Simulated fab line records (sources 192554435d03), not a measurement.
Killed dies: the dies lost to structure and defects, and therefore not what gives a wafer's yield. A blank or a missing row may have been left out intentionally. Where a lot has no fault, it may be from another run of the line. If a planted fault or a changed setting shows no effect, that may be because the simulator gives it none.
fab line records	flow n5Finfet
record lots=7	wafers=21
route steps=1938 shown TV_OPEN@1890 PASSIVATION@1929
startH: the number of hours between the record's first day and the start of the first shown wafer of the lot	waitH: hours elapsed since this lot's preceding step	" the same as in the row above	L1.1+2: a single row standing in for several wafers	- either no value or no given start	* or withheld: withheld	< > ~ a bound
route shown NAME@n: NAME is a module with steps in the file, n the number in the route of the first one	usual: average and standard deviation across the fault-free wafers	same: alike in all rows	chamber/n: place in a boat	sites: each site's reading	_std_site: standard deviation across them	_edge_site: the outer-site mean with the inner-site mean subtracted	radiusMm: for every site, how far away it sits from the centre of the wafer	mask NAME#n: copy n	behind: tool/chamber where the wafer was last shaped	hold: why the lot was held/for how many hours/how that ended	device: which transistor (n, p or np) failed to switch	end of line: at the end of the route, the tests of the same wafers	a step given without rows: its recipe and nothing more	killed: not the wafer's yield, but the dies lost to structure and defects at the first sort	map: shows each die of a wafer: x if killed, . if not, _ if none is there
set.NAME: the setting the step ran with; set.NAME@STEP: the setting that earlier step ran with	model.NAME: the simulator's own value behind a step, which no gauge read
one table per step and one row per wafer, for lots whose settings were changed on purpose
## steps
# step N5_PASSIVATION_ETCH_15
# recipe chemistry=CF4/N2	target=SiCN	targetDepthA=750	taperDeg=2	timeS=81.2	ionEnergyEv=150	maskMaterial=SiNx	pressureMtorr=40	sourceW=430	biasW=70	Ar_flow_sccm=100	cf4FlowSccm=60	n2FlowSccm=60
# usual rfVppV=382.4/2
lot.wafer	tool	chamber	startH	waitH	set.biasW	rfVppV
L076.2	rieDiel-02	1	-	-	65.01	363.1
L076.4	"	0	"	"	70	385.6
L076.6	"	2	"	"	70	383.1
L082.1	rieDiel-02	1	-	-	57.68	335.8
L082.2	"	3	"	"	70	380.2
L082.4	"	2	"	"	70	383.0
L085.2	rieDiel-02	0	-	-	70	384.7
L085.3	"	1	"	"	70	379.7
L085.5	"	2	"	"	70	383.8
L090.1	rieDiel-01	3	-	-	59.2	345.2
L090.2	"	0	"	"	70	381.4
L090.6	"	3	"	"	70	384.2
L091.1	rieDiel-02	1	-	-	70	380.1
L091.4	"	1	"	"	70	379.2
L091.5	"	1	"	"	77.31	404.0
L096.3	rieDiel-01	1	-	-	70	381.1
L096.5	"	0	"	"	70	382.2
L096.6	"	3	"	"	70	384.9
L095.4	rieDiel-06	1	-	-	70	379.5
L095.5	"	2	"	"	70	383.5
L095.6	"	0	"	"	70	382.0
# step N5_PASSIVATION_PASS_ETCH_47
# recipe chemistry=CF4/O2	target=SiNx	targetDepthA=7700	timeS=385	ionEnergyEv=100	pressureMtorr=40	sourceW=535	biasW=49	Ar_flow_sccm=100	cf4FlowSccm=100	O2_flow_sccm=10
lot.wafer	tool	chamber	startH	waitH	set.timeS	model.etch.depthNm
L076.2	rieDiel-04	2	284.58	0.0	385	752.4
L076.4	"	0	"	"	303.2	621.5
L076.6	"	2	"	"	303.2	596.1
L082.1	rieDiel-05	2	326.99	0.0	385	773.5
L082.2	"	3	"	"	434.1	900.5
L082.4	"	0	"	"	385	754
L085.2	rieDiel-03	3	342.97	0.0	385	771
L085.3	"	0	"	"	385	765.6
L085.5	"	2	"	"	430.7	839.9
L090.1	rieDiel-04	3	377.64	0.0	385	787.1
L090.2	"	1	"	"	385	776.2
L090.6	"	1	"	"	385	781.5
L091.1+4	rieDiel-03	0,1	380.17	0.0	329	659.8
L091.5	"	2	"	"	385	759.4
L096.3	rieDiel-03	0	404.31	0.0	385	763.7
L096.5	"	2	"	"	385	756.7
L096.6	"	3	"	"	385	775.1
L095.4	rieDiel-05	0	422.07	0.1	385	749.3
L095.5	"	1	"	"	385	750.9
L095.6	"	2	"	"	385	760.6
# step N5_PASSIVATION_STRIP_48
# recipe chemistry=O2	powerW=600	tempC=60	pressureMtorr=30	rfFrequencyHz=6e+07	biasPowerW=0	overashFraction=0.5	o2FlowSccm=225
lot.wafer	tool	chamber	startH	waitH	set.powerW
L076.2+4+6	rieDiel-04	2,0,2	285.10	0.1	600
L082.1	rieDiel-05	2	327.51	0.1	537.7
L082.2+4	"	3,0	"	"	600
L085.2+3	rieDiel-03	3,0	343.48	0.1	562.7
L085.5	"	2	"	"	600
L090.1+6	rieDiel-04	3,1	378.16	0.1	629.5
L090.2	"	1	"	"	600
L091.1+5	rieDiel-03	0,2	380.69	0.1	600
L091.4	"	1	"	"	674.7
L096.3+5+6	rieDiel-03	0,2,3	404.82	0.1	600
L095.4+5+6	rieDiel-05	0,1,2	422.50	0.0	600
# step N5_PASSIVATION_STRIP_52
# recipe chemistry=postEtchResidueRemover	timeS=1200	tempC=72.5
# step N5_PASSIVATION_CLEAN_71
# recipe chemistry=IPA	timeS=180	tempC=25
# step N5_PASSIVATION_SRD_72
# recipe dry=ipaMarangoni	timeS=30	tempC=23	rinseLiquid=diw
# step N5_PASSIVATION_ANNEAL_56
# recipe tempC=400	timeS=1800	ambient=FGA	idleTempC=300	rampUpCPerMin=5	rampDownCPerMin=3
# step N5_PASSIVATION_PROBE_49
# usual defectLimitedYield=91.4/1.5	killed_at_M0_to_M3=35/11	killed_at_M4_up=16/7	killedAtContacts=11/5.3	killedAtFrontEnd=37/11	killedAtOther=3.1/2.8	killedDies=102/18	killedOpen=69/15	killedShort=31/7.8	sort_bin_5_function=5.1/1.1	sort_bin_6_memory=3.2/0.69	sort_bin_8_speed=0.00/0.016	sortNPass=1078/18
# same grossDies=1180	killedAtBackSide=0	sort_bin_4_leakage[%]=0
lot.wafer	tool	chamber	startH	waitH	set.timeS@PASSIVATION_PASS_ETCH_47	defectLimitedYield[%]	killed_at_M0_to_M3	killed_at_M4_up	killedAtContacts	killedAtFrontEnd	killedAtOther	killedDies	killedOpen	killedShort	sort_bin_5_function[%]	sort_bin_6_memory[%]	sort_bin_8_speed[%]	sortNPass
L076.2	prober-01	-	287.68	0.1	385	83.1	51	90	8	45	5	199	75	43	13.5	3.0	0	981
L076.4	prober-01	-	287.78	0.2	303.2	2.0	33	170	8	34	911	1156	59	34	94.2	3.2	0	24
L076.6	prober-01	-	287.88	0.3	303.2	0	30	12	4	34	1100	1180	59	23	96.9	2.8	0	0
L082.1	prober-01	-	330.00	0.0	385	91.4	31	15	24	24	8	102	75	20	4.7	3.6	0.25	1078
L082.2	prober-01	-	330.05	0.1	434.1	91.4	38	12	19	28	5	102	75	26	5.2	3.5	0	1078
L082.4	prober-01	-	330.15	0.2	385	91.5	17	18	16	36	13	100	66	27	4.4	3.5	0	1080
L085.2	prober-02	-	346.04	0.1	385	92.9	28	17	18	21	0	84	53	31	4.1	2.7	0	1096
L085.3	prober-02	-	346.09	0.1	385	90.8	45	10	16	35	2	108	54	50	5.0	3.7	0	1072
L085.5	prober-02	-	346.19	0.2	430.7	93.8	30	9	8	25	1	73	42	27	4.0	1.7	0	1107
L090.1	prober-02	-	380.65	0.0	385	92.1	34	17	1	34	7	93	62	25	4.7	2.5	0	1087
L090.2	prober-02	-	380.70	0.1	385	93.1	27	11	3	37	3	81	52	29	4.2	2.5	0	1099
L090.6	prober-02	-	380.90	0.3	385	91.5	34	18	6	39	3	100	72	27	5.7	2.6	0	1080
L091.1	prober-02	-	383.19	0.0	329	61.3	47	21	12	40	337	457	79	34	34.2	3.5	0.25	723
L091.4	prober-02	-	383.34	0.2	329	70.6	42	21	3	43	238	347	82	32	25.1	4.2	0	833
L091.5	prober-02	-	383.39	0.2	385	92.0	37	16	4	36	1	94	73	20	4.2	3.6	0	1086
L096.3	prober-02	-	407.63	0.3	385	90.7	56	8	17	27	2	110	67	38	5.6	3.0	0	1070
L096.5	prober-02	-	407.73	0.4	385	91.4	38	15	7	39	3	102	72	30	5.1	3.1	0	1078
L096.6	prober-02	-	407.78	0.5	385	89.3	34	14	18	59	1	126	89	32	5.5	4.6	0	1054
L095.4	prober-01	-	425.13	0.2	385	90.5	25	15	13	57	2	112	86	25	6.0	3.1	0	1068
L095.5	prober-01	-	425.18	0.2	385	90.7	33	12	11	46	8	110	60	36	5.1	2.9	0	1070
L095.6	prober-01	-	425.23	0.3	385	89.9	33	16	15	51	4	119	78	38	6.4	3.3	0	1061
# killed by level:class
L076.2 BEOL_M6:areaEtch=81 BEOL_M0_SAQP:geometricParticle:short=12 BEOL_M0_SAQP:geometricParticle:open=11 BEOL_M0:geometricParticle:open=8 MOL_CONTACT_COAG:geometricParticle:open=7 BEOL_M3:geometricParticle:open=7 BEOL_M2:geometricParticle:open=6 FIN_SAQP:geometricParticle:open=5
L076.4 PASSIVATION:areaEtch=907 BEOL_M6:areaEtch=156 FIN_SAQP:geometricParticle:short=8 BEOL_M2:geometricParticle:open=8 MOL_CONTACT_COAG:geometricParticle:open=7 BEOL_M0:geometricParticle:open=7 FIN_SAQP:geometricParticle:open=5 BEOL_M3:geometricParticle:open=5
L076.6 PASSIVATION:areaEtch=1097 BEOL_M2:geometricParticle:open=9 BEOL_M3:geometricParticle:open=8 FIN_SAQP:geometricParticle:short=6 GATE_CUT:geometricParticle:short=6 GATE_CUT:geometricParticle:open=6 DUMMY_GATE:geometricParticle:open=5 BEOL_M0_SAQP:geometricParticle:open=5
L082.1 MOL_CONTACT_COAG:geometricParticle:open=18 BEOL_M2:geometricParticle:open=14 BEOL_M4:geometricParticle:open=12 BEOL_M3:geometricParticle:open=7 MOL_CONTACT_COAG:geometricParticle:short=6 FIN_SAQP:geometricParticle:open=5 STI_FIN_REVEAL:geometricParticle:open=4 STARTING-WAFER:geometricParticle:open=4
L082.2 MOL_CONTACT_COAG:geometricParticle:open=12 BEOL_M2:geometricParticle:open=12 STI_FIN_REVEAL:geometricParticle:open=11 MOL_CONTACT_COAG:geometricParticle:short=7 BEOL_M1:geometricParticle:open=7 BEOL_M0_SAQP:geometricParticle:short=6 GATE_CUT:geometricParticle:open=5 BEOL_M4:geometricParticle:open=5
L082.4 STI_FIN_REVEAL:geometricParticle:open=13 MOL_CONTACT_COAG:geometricParticle:open=13 BEOL_M3:geometricParticle:open=5 BEOL_M4:geometricParticle:open=5 GATE_CUT:geometricParticle:short=4 BEOL_M0_SAQP:geometricParticle:short=4 BEOL_M2:geometricParticle:open=4 BEOL_M7:geometricParticle:open=4
L085.2 MOL_CONTACT_COAG:geometricParticle:open=13 BEOL_M4:geometricParticle:open=8 BEOL_M0_SAQP:geometricParticle:short=7 BEOL_M0_SAQP:geometricParticle:open=6 MOL_CONTACT_COAG:geometricParticle:short=5 BEOL_M2:geometricParticle:open=5 STARTING-WAFER:geometricParticle:open=4 GATE_CUT:geometricParticle:open=3
L085.3 MOL_CONTACT_COAG:geometricParticle:open=12 BEOL_M0_SAQP:geometricParticle:short=12 BEOL_M3:geometricParticle:short=10 FIN_SAQP:geometricParticle:open=8 BEOL_M3:geometricParticle:open=6 FIN_SAQP:geometricParticle:short=5 BEOL_M0_SAQP:geometricParticle:open=5 GATE_CUT:geometricParticle:short=4
L085.5 BEOL_M2:geometricParticle:open=12 BEOL_M0_SAQP:geometricParticle:short=7 MOL_CONTACT_COAG:geometricParticle:open=6 DUMMY_GATE:geometricParticle:open=5 BEOL_M0_SAQP:geometricParticle:open=4 GATE_CUT:geometricParticle:short=3 BEOL_M3:geometricParticle:short=3 BEOL_M4:geometricParticle:open=3
L090.1 STI_FIN_REVEAL:geometricParticle:open=11 BEOL_M4:geometricParticle:open=8 BEOL_M0:geometricParticle:open=7 BEOL_M0_SAQP:geometricParticle:open=6 BEOL_M3:geometricParticle:open=6 BEOL_M2:geometricParticle:open=5 FIN_SAQP:geometricParticle:open=4 BEOL_M0_SAQP:geometricParticle:short=4
L090.2 FIN_SAQP:geometricParticle:open=12 FIN_SAQP:geometricParticle:short=7 BEOL_M3:geometricParticle:open=6 BEOL_M1:geometricParticle:open=5 BEOL_M2:geometricParticle:open=5 BEOL_M4:geometricParticle:open=5 SPACER0:geometricParticle:short=4 BEOL_M2:geometricParticle:short=4
L090.6 BEOL_M3:geometricParticle:open=14 BEOL_M4:geometricParticle:open=14 FIN_SAQP:geometricParticle:short=10 FIN_SAQP:geometricParticle:open=9 DUMMY_GATE:geometricParticle:open=8 BEOL_M1:geometricParticle:open=4 STARTING-WAFER:geometricParticle:open=4 STI_FIN_REVEAL:geometricParticle:open=3
L091.1 PASSIVATION:areaEtch=336 BEOL_M1:geometricParticle:open=15 BEOL_M2:geometricParticle:open=11 MOL_CONTACT_COAG:geometricParticle:open=10 DUMMY_GATE:geometricParticle:open=7 BEOL_M4:geometricParticle:open=7 STI_FIN_REVEAL:geometricParticle:open=6 FIN_SAQP:geometricParticle:short=4
L091.4 PASSIVATION:areaEtch=228 BEOL_M3:geometricParticle:open=11 BEOL_M2:geometricParticle:open=9 BEOL_M4:geometricParticle:open=9 FIN_SAQP:geometricParticle:open=8 BEOL_M1:geometricParticle:open=6 FIN_SAQP:geometricParticle:short=5 STI_FIN_REVEAL:geometricParticle:open=5
L091.5 BEOL_M1:geometricParticle:open=13 BEOL_M2:geometricParticle:open=10 FIN_SAQP:geometricParticle:open=7 BEOL_M4:geometricParticle:open=7 FIN_SAQP:geometricParticle:short=6 STI_FIN_REVEAL:geometricParticle:open=5 DUMMY_GATE:geometricParticle:open=5 BEOL_M0_SAQP:geometricParticle:open=5
L096.3 MOL_CONTACT_COAG:geometricParticle:open=15 BEOL_M0_SAQP:geometricParticle:short=12 BEOL_M1:geometricParticle:open=12 BEOL_M0_SAQP:geometricParticle:open=10 BEOL_M2:geometricParticle:open=8 BEOL_M1:geometricParticle:short=6 HKMG_FIN:areaEtch=5 BEOL_M3:geometricParticle:open=4
L096.5 STI_FIN_REVEAL:geometricParticle:open=12 FIN_SAQP:geometricParticle:open=10 BEOL_M2:geometricParticle:open=10 BEOL_M1:geometricParticle:open=9 BEOL_M4:geometricParticle:open=7 FIN_SAQP:geometricParticle:short=6 BEOL_M0_SAQP:geometricParticle:short=6 MOL_CONTACT_COAG:geometricParticle:open=5
L096.6 STI_FIN_REVEAL:geometricParticle:open=19 MOL_CONTACT_COAG:geometricParticle:open=16 FIN_SAQP:geometricParticle:open=9 BEOL_M0_SAQP:geometricParticle:open=9 BEOL_M2:geometricParticle:open=8 BEOL_M1:geometricParticle:open=7 ILD0:geometricParticle:open=5 BEOL_M0_SAQP:geometricParticle:short=5
L095.4 FIN_SAQP:geometricParticle:open=22 MOL_CONTACT_COAG:geometricParticle:open=12 STI_FIN_REVEAL:geometricParticle:open=11 BEOL_M2:geometricParticle:open=9 BEOL_M0_SAQP:geometricParticle:open=8 DUMMY_GATE:geometricParticle:open=5 STI_FIN_REVEAL:geometricParticle:short=4 ILD0:geometricParticle:short=4
L095.5 HKMG_FIN:areaEtch=14 BEOL_M0_SAQP:geometricParticle:short=11 MOL_CONTACT_COAG:geometricParticle:open=10 STI_FIN_REVEAL:geometricParticle:open=8 FIN_SAQP:geometricParticle:short=6 FIN_SAQP:geometricParticle:open=5 BEOL_M0_SAQP:geometricParticle:open=5 BEOL_M2:geometricParticle:open=5
L095.6 STI_FIN_REVEAL:geometricParticle:open=16 BEOL_M0_SAQP:geometricParticle:short=16 MOL_CONTACT_COAG:geometricParticle:open=14 FIN_SAQP:geometricParticle:open=9 FIN_SAQP:geometricParticle:short=8 BEOL_M0_SAQP:geometricParticle:open=5 STI_FIN_REVEAL:geometricParticle:short=4 BEOL_M1:geometricParticle:open=4
## key
split step=N5_PASSIVATION_ETCH_15	setting=biasW	stated=70	by=wafer
response step=N5_PASSIVATION_ETCH_15	reading=rfVppV	change=+2.53	per=1%	r=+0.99
split step=N5_PASSIVATION_PASS_ETCH_47	setting=timeS	stated=385	by=wafer
response step=N5_PASSIVATION_PASS_ETCH_47	reading=model.etch.depthNm	change=+7.34	per=1%	r=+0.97
response step=N5_PASSIVATION_PROBE_49	reading=defectLimitedYield	shape=bent	atLowest=1.0	atStated=90.7	atHighest=91.4
response step=N5_PASSIVATION_PROBE_49	reading=killedDies	shape=bent	atLowest=1168	atStated=109	atHighest=102
response step=N5_PASSIVATION_PROBE_49	reading=sort_bin_5_function	shape=bent	atLowest=95.6	atStated=5.6	atHighest=5.2
response step=N5_PASSIVATION_PROBE_49	reading=sortNPass	shape=bent	atLowest=12	atStated=1071	atHighest=1078
split step=N5_PASSIVATION_STRIP_48	setting=powerW	stated=600	by=wafer
response none clear
